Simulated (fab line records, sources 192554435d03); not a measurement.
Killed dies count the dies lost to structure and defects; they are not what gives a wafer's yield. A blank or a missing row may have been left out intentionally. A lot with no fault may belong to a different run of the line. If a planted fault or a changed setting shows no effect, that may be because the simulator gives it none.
fab line records | flow n5Finfet | part 1 of 2: steps 1 to 24 of 34
record lots=5 | wafers=15 | lastDay=17
route steps=1938 shown BEOL_M9@1449 BEOL_M10@1470
lots that met no fault: from a run of the same line without faults
startH: the number of hours between the record's first day and the start of the first shown wafer of the lot | waitH: how many hours have passed since the lot's step before this one | " repeats the value in the row above | L1.1+2: a single row standing in for several wafers | - either no value or no given start | * or withheld: withheld | < > ~ a bound
route shown NAME@n: NAME is a module with steps in the file, n the number in the route of the first one | usual: average and standard deviation across the fault-free wafers | same: alike in all rows | chamber/n: place in a boat | sites: the reading at each site | _std_site: the standard deviation of these | _edge_site: mean of outer sites minus mean of inner sites | radiusMm: how far each site lies from the wafer's centre | mask NAME#n: copy n | behind: the tool/chamber that last shaped the wafer | hold: what put the lot on hold/how long, in hours/how the hold closed | device: which transistor (n, p or np) failed to switch | end of line: tests of these same wafers at the route's end | for a step that has no rows: nothing shown but its recipe | killed: dies lost to structure and defects at the first sort, not the wafer's yield | map: per-die view of a wafer (x killed, . not killed, _ where there is no die)
set.NAME: the setting that was run; set.NAME@STEP: the one run at that earlier step | model.NAME: the simulator's own value behind a step, which no gauge read
lots at some steps of the route; a table a step, a row a wafer
services: the hour from which a tool's chamber was out of use, counted from the record's first day as startH (under 0 if before that day), plus the number of hours and why
## steps
# step N5_BEOL_M9_OCD_MEAS_38
# usual trenchDepthNm=151.8/2.3
lot.wafer | tool   | chamber | startH | waitH | trenchDepthNm
L074.2    | ocd-01 | -       | 255.81 | -     | 150.0
L074.4    | "      | -       | "      | "     | 147.9
L074.5    | "      | -       | "      | "     | 152.3
L080.2    | ocd-02 | -       | 307.23 | -     | 153.4
L080.3    | "      | -       | "      | "     | 151.4
L080.5    | "      | -       | "      | "     | 151.8
L084.2    | ocd-02 | -       | 317.36 | -     | 147.7
L084.3    | "      | -       | "      | "     | 148.3
L084.5    | "      | -       | "      | "     | 148.2
L082.1    | ocd-01 | -       | 319.96 | -     | 147.6
L082.2    | "      | -       | "      | "     | 150.0
L082.5    | "      | -       | "      | "     | 147.6
L086.2    | ocd-02 | -       | 351.45 | -     | 152.8
L086.3    | "      | -       | "      | "     | 154.3
L086.4    | "      | -       | "      | "     | 149.1
# step N5_BEOL_M9_HM_STRIP_39
# recipe chemistry=peroxideTinStrip | material=TiN | targetDepthA=250 | tempC=50 | timeS=158
# same timeS=158
lot.wafer  | tool        | chamber | startH | waitH
L074.2+4+5 | wetBench-05 | 4,6,7   | 255.84 | 0.0
L080.2+3+5 | wetBench-03 | 4,0,5   | 307.26 | 0.0
L084.2+3+5 | wetBench-05 | 1,3,6   | 317.39 | 0.0
L082.1+2+5 | wetBench-03 | 2,6,0   | 319.99 | 0.0
L086.2+3+4 | wetBench-03 | 2,7,1   | 351.48 | 0.0
# step N5_BEOL_M9_SRD_40
# recipe timeS=30 | tempC=23 | rinseLiquid=diw | dry=ipaMarangoni
# usual doSupplyPpb=9.98/0.095
# same timeS=30
lot.wafer | tool        | chamber | startH | waitH | doSupplyPpb
L074.2    | wetBench-05 | 4       | 255.89 | 0.0   | 9.89
L074.4    | "           | 6       | "      | "     | 9.96
L074.5    | "           | 7       | "      | "     | 9.85
L080.2    | wetBench-03 | 4       | 307.31 | 0.0   | 10.12
L080.3    | "           | 0       | "      | "     | 9.98
L080.5    | "           | 5       | "      | "     | 9.94
L084.2    | wetBench-05 | 1       | 317.44 | 0.0   | 9.98
L084.3    | "           | 3       | "      | "     | 9.85
L084.5    | "           | 6       | "      | "     | 9.84
L082.1    | wetBench-03 | 2       | 320.04 | 0.0   | 9.91
L082.2    | "           | 6       | "      | "     | 9.82
L082.5    | "           | 0       | "      | "     | 10.17
L086.2    | wetBench-03 | 2       | 351.53 | 0.0   | 10.01
L086.3    | "           | 7       | "      | "     | 9.98
L086.4    | "           | 1       | "      | "     | 9.90
# step N5_BEOL_M9_PRECLEAN_42
# recipe chemistry=residueRemover | timeS=60 | tempC=40
# same timeS=60
lot.wafer  | tool        | chamber | startH | waitH
L074.2+4+5 | wetBench-05 | 4,6,7   | 255.90 | 0.0
L080.2+3+5 | wetBench-03 | 4,0,5   | 307.32 | 0.0
L084.2+3+5 | wetBench-05 | 1,3,6   | 317.46 | 0.0
L082.1+2+5 | wetBench-03 | 2,6,0   | 320.06 | 0.0
L086.2+3+4 | wetBench-03 | 2,7,1   | 351.55 | 0.0
# step N5_BEOL_M9_SRD_43
# recipe timeS=30 | tempC=23 | rinseLiquid=diw | dry=ipaMarangoni
# usual doSupplyPpb=10.00/0.096
# same timeS=30
lot.wafer | tool        | chamber | startH | waitH | doSupplyPpb
L074.2    | wetBench-05 | 4       | 255.92 | 0.0   | 10.13
L074.4    | "           | 6       | "      | "     | 10.02
L074.5    | "           | 7       | "      | "     | 10.04
L080.2    | wetBench-03 | 4       | 307.34 | 0.0   | 9.93
L080.3    | "           | 0       | "      | "     | 10.19
L080.5    | "           | 5       | "      | "     | 10.10
L084.2    | wetBench-05 | 1       | 317.48 | 0.0   | 10.07
L084.3    | "           | 3       | "      | "     | 9.89
L084.5    | "           | 6       | "      | "     | 10.03
L082.1    | wetBench-03 | 2       | 320.07 | 0.0   | 9.89
L082.2    | "           | 6       | "      | "     | 9.99
L082.5    | "           | 0       | "      | "     | 10.04
L086.2    | wetBench-03 | 2       | 351.56 | 0.0   | 9.89
L086.3    | "           | 7       | "      | "     | 9.81
L086.4    | "           | 1       | "      | "     | 10.22
# step N5_BEOL_M9_CD_MEAS_35
# recipe targetCdNm=70 | targetCdYNm=40 | polarity=opening
# usual cdNm=70.2/0.61
lot.wafer | tool     | chamber | startH | waitH | cdNm
L074.2    | cdSem-01 | -       | 255.96 | 0.0   | 70.4
L074.4    | "        | -       | "      | "     | 70.4
L074.5    | "        | -       | "      | "     | 70.6
L080.2    | cdSem-03 | -       | 307.38 | 0.0   | 70.8
L080.3    | "        | -       | "      | "     | 69.7
L080.5    | "        | -       | "      | "     | 71.2
L084.2    | cdSem-02 | -       | 317.53 | 0.0   | 70.6
L084.3    | "        | -       | "      | "     | 69.8
L084.5    | "        | -       | "      | "     | 69.4
L082.1    | cdSem-03 | -       | 320.11 | 0.0   | 69.6
L082.2    | "        | -       | "      | "     | 69.5
L082.5    | "        | -       | "      | "     | 70.6
L086.2    | cdSem-03 | -       | 351.61 | 0.0   | 69.4
L086.3    | "        | -       | "      | "     | 70.3
L086.4    | "        | -       | "      | "     | 69.0
# step N5_BEOL_M9_CURE_72
# recipe tempC=370 | timeS=120 | ambient=DMADMS/He | material=SiCOH_lowk
# usual lampPowerPct=52.32/0.049 | wafer_temp_C_max=371.9/0.67
# same timeS=120
lot.wafer | tool      | chamber | startH | waitH | lampPowerPct | wafer_temp_C_max
L074.2    | uvCure-02 | 0       | 256.05 | 0.1   | 52.34        | 371.5
L074.4    | "         | 0       | "      | "     | 52.39        | 372.2
L074.5    | "         | 0       | "      | "     | 52.35        | 372.1
L080.2    | uvCure-02 | 1       | 307.47 | 0.1   | 52.37        | 372.7
L080.3    | "         | 1       | "      | "     | 52.32        | 372.8
L080.5    | "         | 1       | "      | "     | 52.35        | 371.6
L084.2    | uvCure-02 | 1       | 317.62 | 0.1   | 52.29        | 372.5
L084.3    | "         | 1       | "      | "     | 52.26        | 373.1
L084.5    | "         | 1       | "      | "     | 52.30        | 372.9
L082.1    | uvCure-02 | 2       | 320.15 | 0.0   | 52.37        | 371.5
L082.2    | "         | 2       | "      | "     | 52.24        | 371.6
L082.5    | "         | 2       | "      | "     | 52.32        | 371.6
L086.2    | uvCure-02 | 2       | 351.70 | 0.1   | 52.30        | 370.8
L086.3    | "         | 2       | "      | "     | 52.33        | 371.2
L086.4    | "         | 2       | "      | "     | 52.29        | 371.0
# step N5_BEOL_M9_DEGAS_44
# recipe ambient=vacuum | tempC=250 | timeS=60
# usual heaterPowerW=315/36
# same timeS=60
lot.wafer | tool          | chamber | startH | waitH | heaterPowerW
L074.2    | pvdSputter-01 | -       | 256.63 | 0.5   | 352
L074.4    | "             | -       | "      | "     | 301
L074.5    | "             | -       | "      | "     | 349
L080.2    | pvdSputter-03 | -       | 308.04 | 0.5   | 342
L080.3    | "             | -       | "      | "     | 288
L080.5    | "             | -       | "      | "     | 276
L084.2    | pvdSputter-02 | -       | 318.53 | 0.9   | 282
L084.3    | "             | -       | "      | "     | 331
L084.5    | "             | -       | "      | "     | 330
L082.1    | pvdSputter-01 | -       | 321.89 | 1.7   | 317
L082.2    | "             | -       | "      | "     | 345
L082.5    | "             | -       | "      | "     | 319
L086.2    | pvdSputter-02 | -       | 352.22 | 0.5   | 320
L086.3    | "             | -       | "      | "     | 385
L086.4    | "             | -       | "      | "     | 281
# step N5_BEOL_M9_PRE_CLEAN_45
# recipe gas=H2/He | timeS=30 | tempC=250
# usual heaterPowerW=315/36
# same timeS=30
lot.wafer | tool          | chamber | startH | waitH | heaterPowerW
L074.2    | pvdSputter-01 | -       | 256.67 | 0.0   | 351
L074.4    | "             | -       | "      | "     | 287
L074.5    | "             | -       | "      | "     | 356
L080.2    | pvdSputter-03 | -       | 308.08 | 0.0   | 347
L080.3    | "             | -       | "      | "     | 278
L080.5    | "             | -       | "      | "     | 278
L084.2    | pvdSputter-02 | -       | 318.57 | 0.0   | 282
L084.3    | "             | -       | "      | "     | 320
L084.5    | "             | -       | "      | "     | 325
L082.1    | pvdSputter-01 | -       | 321.93 | 0.0   | 317
L082.2    | "             | -       | "      | "     | 345
L082.5    | "             | -       | "      | "     | 318
L086.2    | pvdSputter-02 | -       | 352.26 | 0.0   | 313
L086.3    | "             | -       | "      | "     | 376
L086.4    | "             | -       | "      | "     | 283
# step N5_BEOL_M9_ALD_74
# recipe material=TaN | targetThkA=20 | tempC=275 | aldPrecursorFamily=PDMAT | aldCoReactant=NH3 | pressureTorr=3 | carrierFlowSccm=1500 | pulseTimeS=2 | purgeTimeS=3 | coReactantPurgeTimeS=2 | coReactantPulseTimeS=3 | aldCycles=40 | precursorVesselTempC=75 | precursorVesselPressureTorr=26.25 | precursorVesselCarrierSccm=1000
# usual heaterPowerW=427/44
lot.wafer | tool        | chamber | startH | waitH | heaterPowerW
L074.2    | aldMetal-01 | 1       | 256.74 | 0.0   | 390
L074.4    | "           | 2       | "      | "     | 335
L074.5    | "           | 0       | "      | "     | 411
L080.2    | aldMetal-01 | 0       | 308.17 | 0.1   | 428
L080.3    | "           | 1       | "      | "     | 400
L080.5    | "           | 3       | "      | "     | 398
L084.2    | aldMetal-01 | 1       | 318.71 | 0.1   | 385
L084.3    | "           | 0       | "      | "     | 417
L084.5    | "           | 2       | "      | "     | 340
L082.1    | aldMetal-04 | 0       | 322.22 | 0.3   | 501
L082.2    | "           | 2       | "      | "     | 404
L082.5    | "           | 2       | "      | "     | 409
L086.2    | aldMetal-03 | 3       | 352.33 | 0.1   | 423
L086.3    | "           | 1       | "      | "     | 403
L086.4    | "           | 0       | "      | "     | 442
# step N5_BEOL_M9_SURFACE_TREAT_79
# recipe gas=Ar | timeS=* | ionEnergyEv=* | ionCurrentMaCm2=0.5 | pressureMtorr=* | arFlowSccm=30
# usual throttleValvePct=*
# same timeS=*
lot.wafer | tool          | chamber | startH | waitH | throttleValvePct
L074.2    | pvdSputter-02 | -       | 257.12 | 0.3   | *
L074.4    | "             | -       | "      | "     | *
L074.5    | "             | -       | "      | "     | *
L080.2    | pvdSputter-01 | -       | 308.47 | 0.2   | *
L080.3    | "             | -       | "      | "     | *
L080.5    | "             | -       | "      | "     | *
L084.2    | pvdSputter-02 | -       | 319.05 | 0.2   | *
L084.3    | "             | -       | "      | "     | *
L084.5    | "             | -       | "      | "     | *
L082.1    | pvdSputter-01 | -       | 322.51 | 0.2   | *
L082.2    | "             | -       | "      | "     | *
L082.5    | "             | -       | "      | "     | *
L086.2    | pvdSputter-01 | -       | 352.66 | 0.2   | *
L086.3    | "             | -       | "      | "     | *
L086.4    | "             | -       | "      | "     | *
# step N5_BEOL_M9_CVD_78
# recipe material=Co | targetThkA=20 | tempC=withheld | precursor=CCTBA/H2 | pressureTorr=30 | timeS=138.9
# same timeS=138.9
lot.wafer  | tool     | chamber | startH | waitH
L074.2+4+5 | cvdCo-02 | 0,1,0   | 257.20 | 0.1
L080.2+3+5 | cvdCo-02 | 0,1,1   | 308.54 | 0.0
L084.2+3+5 | cvdCo-01 | 1,2,1   | 319.29 | 0.2
L082.1+2+5 | cvdCo-02 | 1,0,2   | 322.67 | 0.1
L086.2+3+4 | cvdCo-02 | 1,2,1   | 352.75 | 0.1
# step N5_BEOL_M9_SPUTTER_48
# recipe material=Cu | targetThkA=120 | tempC=-20 | biasV=60 | powerW=26000 | chamberPressurePa=0.13 | timeS=2
# usual biasV=60.0/0.62 | chamberPressurePa=0.13001/0.00027 | chuckSensorTempC=-15.8/0.39 | throttleValvePct=29.9/1
# same timeS=2
lot.wafer | tool          | chamber | startH | waitH | biasV | chamberPressurePa | chuckSensorTempC | throttleValvePct
L074.2    | pvdSputter-02 | -       | 257.56 | 0.3   | 59.0  | 0.13001           | -15.4            | 29.9
L074.4    | "             | -       | "      | "     | 60.4  | 0.1299            | -15.8            | 30.2
L074.5    | "             | -       | "      | "     | 60.4  | 0.12998           | -16.0            | 30.4
L080.2    | pvdSputter-02 | -       | 308.72 | 0.1   | 59.6  | 0.12995           | -15.2            | 31.5
L080.3    | "             | -       | "      | "     | 59.3  | 0.13033           | -16.0            | 29.3
L080.5    | "             | -       | "      | "     | 59.5  | 0.12978           | -15.0            | 31.7
L084.2    | pvdSputter-03 | -       | 319.58 | 0.2   | 60.5  | 0.12986           | -16.0            | 30.7
L084.3    | "             | -       | "      | "     | 59.6  | 0.13009           | -15.2            | 30.5
L084.5    | "             | -       | "      | "     | 59.2  | 0.12985           | -15.3            | 30.2
L082.1    | pvdSputter-01 | -       | 322.79 | 0.1   | 59.8  | 0.12981           | -16.0            | 27.8
L082.2    | "             | -       | "      | "     | 60.8  | 0.13009           | -15.8            | 31.1
L082.5    | "             | -       | "      | "     | 60.1  | 0.12976           | -15.8            | 31.0
L086.2    | pvdSputter-01 | -       | 352.87 | 0.1   | 60.1  | 0.1304            | -15.7            | 30.1
L086.3    | "             | -       | "      | "     | 59.7  | 0.1299            | -16.6            | 29.6
L086.4    | "             | -       | "      | "     | 59.2  | 0.13022           | -15.7            | 31.0
# step N5_BEOL_M9_ECD_50
# recipe material=Cu | targetThkA=3180
lot.wafer  | tool     | chamber | startH | waitH
L074.2+4+5 | ecdCu-02 | 1,1,0   | 257.68 | 0.1
L080.2+3+5 | ecdCu-01 | 0,1,0   | 308.84 | 0.1
L084.2+3+5 | ecdCu-01 | 0,1,0   | 319.70 | 0.1
L082.1+2+5 | ecdCu-01 | 1,0,0   | 322.91 | 0.1
L086.2+3+4 | ecdCu-02 | 1,0,1   | 352.99 | 0.1
# step N5_BEOL_M9_ANNEAL_51
# recipe tempC=225 | timeS=90 | ambient=N2
# usual wafer_temp_C_max=225.96/0.27
# same timeS=90
lot.wafer | tool         | chamber | startH | waitH | wafer_temp_C_max
L074.2    | rtpAnneal-02 | 0       | 258.15 | 0.4   | 225.87
L074.4    | "            | 0       | "      | "     | 225.79
L074.5    | "            | 0       | "      | "     | 225.79
L080.2    | rtpAnneal-02 | 0       | 309.03 | 0.2   | 225.94
L080.3    | "            | 0       | "      | "     | 226.11
L080.5    | "            | 0       | "      | "     | 225.73
L084.2    | rtpAnneal-02 | 0       | 320.09 | 0.4   | 225.76
L084.3    | "            | 0       | "      | "     | 225.72
L084.5    | "            | 0       | "      | "     | 225.90
L082.1    | rtpAnneal-01 | 0       | 323.02 | 0.1   | 226.13
L082.2    | "            | 0       | "      | "     | 225.95
L082.5    | "            | 0       | "      | "     | 225.83
L086.2    | rtpAnneal-01 | 0       | 353.14 | 0.1   | 226.23
L086.3    | "            | 0       | "      | "     | 226.10
L086.4    | "            | 0       | "      | "     | 226.46
# step N5_BEOL_M9_CMP_52
# recipe stopOn=SiCOH_lowk | tOverpolishS=7 | downForcePsi=1 | platenRpm=50 | clearingPlatenDownForcePsi=1.5 | clearingPlatenRpm=50 | postCmpClean=cuAlkaline | targetThkNm=140 | clearingPlatenPadVelocityMS=0.99484 | padVelocityMS=0.99484
# usual barrierFieldEndpointS=29.1/0.76 | motorCurrentA=6.1/0.52 | overpolishRunS=7.000/0.0091 | platenRpm=49.99/0.036 | retainingRingPressureFrac=1.000/0.0055 | slurryFilterDpKPa=13.51/0.13 | slurryFlowMlMin=150.0/0.44 | timeToEndpointS=66/3
lot.wafer | tool   | chamber | startH | waitH | barrierFieldEndpointS | motorCurrentA | overpolishRunS | platenRpm | retainingRingPressureFrac | slurryFilterDpKPa | slurryFlowMlMin | timeToEndpointS
L074.4    | cmp-02 | 2       | 258.44 | 0.2   | 28.9                  | 6.6           | 7.003          | 50.02     | 1.001                     | 13.58             | 149.8           | 66
L074.2    | "      | 0       | "      | "     | 28.9                  | 5.8           | 7.011          | 50.04     | 1.006                     | 13.39             | 150.2           | 65
L074.5    | "      | 1       | "      | "     | 29.5                  | 6.7           | 6.995          | 50.01     | 1.000                     | 13.68             | 149.6           | 62
L080.3    | cmp-02 | 1       | 309.32 | 0.2   | 28.3                  | 6.5           | 6.996          | 49.98     | 0.999                     | 13.58             | 150.5           | 65
L080.2    | "      | 2       | "      | "     | 28.9                  | 6.2           | 6.995          | 49.97     | 0.999                     | 13.40             | 149.5           | 67
L080.5    | "      | 1       | "      | "     | 28.4                  | 6.7           | 6.996          | 49.97     | 1.003                     | 13.68             | 150.4           | 64
L084.2    | cmp-01 | 2       | 320.38 | 0.2   | 27.8                  | 6.4           | 7.011          | 50.01     | 0.993                     | 13.50             | 149.5           | 61
L084.3    | "      | 0       | "      | "     | 28.7                  | 6.0           | 7.006          | 49.96     | 1.001                     | 13.59             | 150.5           | 61
L084.5    | "      | 2       | "      | "     | 27.9                  | 6.5           | 6.995          | 50.02     | 0.985                     | 13.43             | 149.5           | 59
L082.2    | cmp-03 | 2       | 323.37 | 0.3   | 28.4                  | 5.7           | 6.996          | 50.02     | 0.999                     | 13.44             | 150.1           | 64
L082.1    | "      | 3       | "      | "     | 28.7                  | 5.3           | 7.005          | 49.97     | 0.997                     | 13.33             | 150.4           | 61
L082.5    | "      | 1       | "      | "     | 28.3                  | 5.7           | 7.004          | 50.07     | 1.004                     | 13.56             | 150.1           | 62
L086.3    | cmp-01 | 2       | 353.41 | 0.2   | 29.0                  | 7.0           | 7.002          | 49.97     | 1.007                     | 13.28             | 150.7           | 65
L086.4    | "      | 3       | "      | "     | 30.7                  | 5.6           | 7.012          | 50.01     | 1.002                     | 13.46             | 149.8           | 71
L086.2    | "      | 1       | "      | "     | 29.5                  | 6.2           | 6.989          | 49.99     | 1.001                     | 13.27             | 149.7           | 64
# step N5_BEOL_M9_THK_MEAS_53
# recipe thkMeasGauge=xrf | reads=Cu_of_BEOL_M9_ECD_50
# usual M9_THK=140.1/2.7
lot.wafer | tool         | chamber | startH | waitH | M9_THK[nm]
L074.2    | filmMetro-02 | -       | 258.69 | -     | 138.2
L074.4    | "            | -       | "      | "     | 138.3
L074.5    | "            | -       | "      | "     | 140.2
L080.2    | filmMetro-01 | -       | 309.58 | -     | 142.4
L080.3    | "            | -       | "      | "     | 139.2
L080.5    | "            | -       | "      | "     | 140.5
L084.2    | filmMetro-01 | -       | 320.64 | -     | 135.8
L084.3    | "            | -       | "      | "     | 135.6
L084.5    | "            | -       | "      | "     | 137.4
L082.1    | filmMetro-01 | -       | 323.62 | -     | 136.6
L082.2    | "            | -       | "      | "     | 137.6
L082.5    | "            | -       | "      | "     | 136.4
L086.2    | filmMetro-01 | -       | 353.71 | -     | 140.8
L086.3    | "            | -       | "      | "     | 142.9
L086.4    | "            | -       | "      | "     | 138.9
# step N5_BEOL_M9_PRE_CLEAN_55
# recipe gas=NH3 | timeS=15 | tempC=withheld | rfPowerW=300
# same timeS=15
lot.wafer  | tool     | chamber | startH | waitH
L074.2+4+5 | pecvd-02 | 1,0,1   | 258.73 | 0.0
L080.2+3+5 | pecvd-03 | 0,1,0   | 309.61 | 0.0
L084.2+3+5 | pecvd-02 | 1,2,1   | 320.68 | 0.0
L082.1+2+5 | pecvd-02 | 0,2,0   | 323.66 | 0.0
L086.2+3+4 | pecvd-04 | 1,0,2   | 353.74 | 0.0
# step N5_BEOL_M9_DEP_56
# recipe material=SiCN | targetThkA=150 | tempC=withheld | precursor=3MS/NH3 | pressureTorr=3 | rfW=202 | timeS=26.5
# usual showerheadPlenumPTorr=3.666/0.014 | throttleValvePct=9.1/0.43
# same timeS=26.5
lot.wafer | tool     | chamber | startH | waitH | showerheadPlenumPTorr | throttleValvePct
L074.2    | pecvd-02 | 1       | 258.75 | 0.0   | 3.643                 | 8.8
L074.4    | "        | 0       | "      | "     | 3.668                 | 9.3
L074.5    | "        | 1       | "      | "     | 3.651                 | 8.6
L080.2    | pecvd-03 | 0       | 309.64 | 0.0   | 3.657                 | 9.4
L080.3    | "        | 1       | "      | "     | 3.648                 | 9.2
L080.5    | "        | 0       | "      | "     | 3.669                 | 9.1
L084.2    | pecvd-02 | 1       | 320.70 | 0.0   | 3.651                 | 8.5
L084.3    | "        | 2       | "      | "     | 3.675                 | 9.1
L084.5    | "        | 1       | "      | "     | 3.639                 | 8.4
L082.1    | pecvd-02 | 0       | 323.69 | 0.0   | 3.674                 | 9.7
L082.2    | "        | 2       | "      | "     | 3.669                 | 9.5
L082.5    | "        | 0       | "      | "     | 3.678                 | 9.4
L086.2    | pecvd-04 | 1       | 353.77 | 0.0   | 3.641                 | 8.5
L086.3    | "        | 0       | "      | "     | 3.682                 | 9.5
L086.4    | "        | 2       | "      | "     | 3.689                 | 8.6
# step N5_BEOL_M9_RS_MEAS_57
# recipe thkMeasGauge=four-point-probe | reads=Cu_of_BEOL_M9_ECD_50+Co_of_BEOL_M9_CVD_78+TaN_of_BEOL_M9_ALD_74
# usual M9_RS=0.150/0.0032
lot.wafer | tool         | chamber | startH | waitH | M9_RS[ohm/sq]
L074.2    | filmMetro-01 | -       | 258.83 | 0.1   | 0.152
L074.4    | "            | -       | "      | "     | 0.153
L074.5    | "            | -       | "      | "     | 0.150
L080.2    | filmMetro-02 | -       | 309.71 | 0.1   | 0.149
L080.3    | "            | -       | "      | "     | 0.153
L080.5    | "            | -       | "      | "     | 0.151
L084.2    | filmMetro-02 | -       | 320.78 | 0.1   | 0.156
L084.3    | "            | -       | "      | "     | 0.156
L084.5    | "            | -       | "      | "     | 0.154
L082.1    | filmMetro-02 | -       | 323.76 | 0.1   | 0.155
L082.2    | "            | -       | "      | "     | 0.152
L082.5    | "            | -       | "      | "     | 0.154
L086.2    | filmMetro-01 | -       | 353.84 | 0.1   | 0.151
L086.3    | "            | -       | "      | "     | 0.149
L086.4    | "            | -       | "      | "     | 0.153
# step N5_BEOL_M9_INSPECT_58
# recipe inspectInstrument=darkfield | mode=postDep
# usual rawDefectCount=77/25
lot.wafer | tool             | chamber | startH | waitH | rawDefectCount
L074.2    | defectInspect-01 | -       | 258.85 | 0.0   | 111
L074.4    | "                | -       | "      | "     | 138
L074.5    | "                | -       | "      | "     | 82
L080.2    | defectInspect-02 | -       | 309.74 | 0.0   | 60
L080.3    | "                | -       | "      | "     | 80
L080.5    | "                | -       | "      | "     | 66
L084.2    | defectInspect-02 | -       | 320.80 | 0.0   | 40
L084.3    | "                | -       | "      | "     | 60
L084.5    | "                | -       | "      | "     | 47
L082.1    | defectInspect-02 | -       | 323.79 | 0.0   | 78
L082.2    | "                | -       | "      | "     | 71
L082.5    | "                | -       | "      | "     | 85
L086.2    | defectInspect-02 | -       | 353.87 | 0.0   | 87
L086.3    | "                | -       | "      | "     | 67
L086.4    | "                | -       | "      | "     | 78
# step N5_BEOL_M10_ILD_DEP_00
# recipe material=SiCOH_lowk | targetThkA=3085.1 | tempC=300 | precursor=DEMS/porogen | pressureTorr=5 | rfW=500 | timeS=58
# usual heaterPowerW=303/49 | showerheadPlenumPTorr=5.744/0.017 | throttleValvePct=13.9/0.82
# same timeS=58
lot.wafer | tool     | chamber | startH | waitH | heaterPowerW | showerheadPlenumPTorr | throttleValvePct
L074.2    | pecvd-03 | 1       | 258.89 | 0.0   | 235          | 5.711                 | 14.7
L074.4    | "        | 0       | "      | "     | 394          | 5.745                 | 13.9
L074.5    | "        | 1       | "      | "     | 247          | 5.724                 | 14.3
L080.2    | pecvd-02 | 1       | 309.78 | 0.0   | 283          | 5.718                 | 13.2
L080.3    | "        | 0       | "      | "     | 241          | 5.763                 | 14.4
L080.5    | "        | 1       | "      | "     | 289          | 5.738                 | 13.1
L084.2    | pecvd-03 | 2       | 320.84 | 0.0   | 262          | 5.757                 | 12.6
L084.3    | "        | 1       | "      | "     | 251          | 5.734                 | 14.4
L084.5    | "        | 2       | "      | "     | 269          | 5.746                 | 12.5
L082.1    | pecvd-01 | 1       | 323.82 | 0.0   | 267          | 5.782                 | 15.3
L082.2    | "        | 2       | "      | "     | 336          | 5.746                 | 12.6
L082.5    | "        | 1       | "      | "     | 273          | 5.779                 | 15.3
L086.2    | pecvd-03 | 0       | 353.90 | 0.0   | 387          | 5.713                 | 14.1
L086.3    | "        | 2       | "      | "     | 321          | 5.747                 | 12.8
L086.4    | "        | 1       | "      | "     | 212          | 5.719                 | 14.5
# step N5_BEOL_M10_CURE_71
# recipe tempC=385 | timeS=240 | ambient=He/Ar | material=SiCOH_lowk
# usual lampPowerPct=52.32/0.054 | wafer_temp_C_max=387.1/0.8
# same timeS=240
lot.wafer | tool      | chamber | startH | waitH | lampPowerPct | wafer_temp_C_max
L074.2    | uvCure-01 | 0       | 259.05 | 0.1   | 52.37        | 386.8
L074.4    | "         | 0       | "      | "     | 52.37        | 386.4
L074.5    | "         | 0       | "      | "     | 52.22        | 386.6
L080.2    | uvCure-03 | 2       | 309.93 | 0.1   | 52.24        | 386.8
L080.3    | "         | 2       | "      | "     | 52.43        | 386.0
L080.5    | "         | 2       | "      | "     | 52.27        | 385.9
L084.2    | uvCure-01 | 2       | 321.00 | 0.1   | 52.32        | 386.9
L084.3    | "         | 2       | "      | "     | 52.41        | 386.0
L084.5    | "         | 2       | "      | "     | 52.27        | 387.4
L082.1    | uvCure-02 | 0       | 323.90 | 0.0   | 52.26        | 386.4
L082.2    | "         | 0       | "      | "     | 52.29        | 386.9
L082.5    | "         | 0       | "      | "     | 52.35        | 386.5
L086.2    | uvCure-01 | 2       | 354.06 | 0.1   | 52.30        | 387.4
L086.3    | "         | 2       | "      | "     | 52.31        | 387.7
L086.4    | "         | 2       | "      | "     | 52.38        | 387.2
# step N5_BEOL_M10_THK_MEAS_01
# recipe reads=SiCOH_lowk_of_BEOL_M10_ILD_DEP_00
# usual M10_ILD_THK=269/3.1
lot.wafer | tool         | chamber | startH | waitH | M10_ILD_THK[nm]
L074.2    | filmMetro-02 | -       | 259.48 | 0.4   | 266
L074.4    | "            | -       | "      | "     | 272
L074.5    | "            | -       | "      | "     | 268
L080.2    | filmMetro-01 | -       | 310.37 | 0.4   | 269
L080.3    | "            | -       | "      | "     | 275
L080.5    | "            | -       | "      | "     | 275
L084.2    | filmMetro-02 | -       | 321.43 | 0.4   | 269
L084.3    | "            | -       | "      | "     | 267
L084.5    | "            | -       | "      | "     | 271
L082.1    | filmMetro-02 | -       | 324.41 | 0.4   | 272
L082.2    | "            | -       | "      | "     | 270
L082.5    | "            | -       | "      | "     | 275
L086.2    | filmMetro-02 | -       | 354.50 | 0.4   | 268
L086.3    | "            | -       | "      | "     | 271
L086.4    | "            | -       | "      | "     | 272
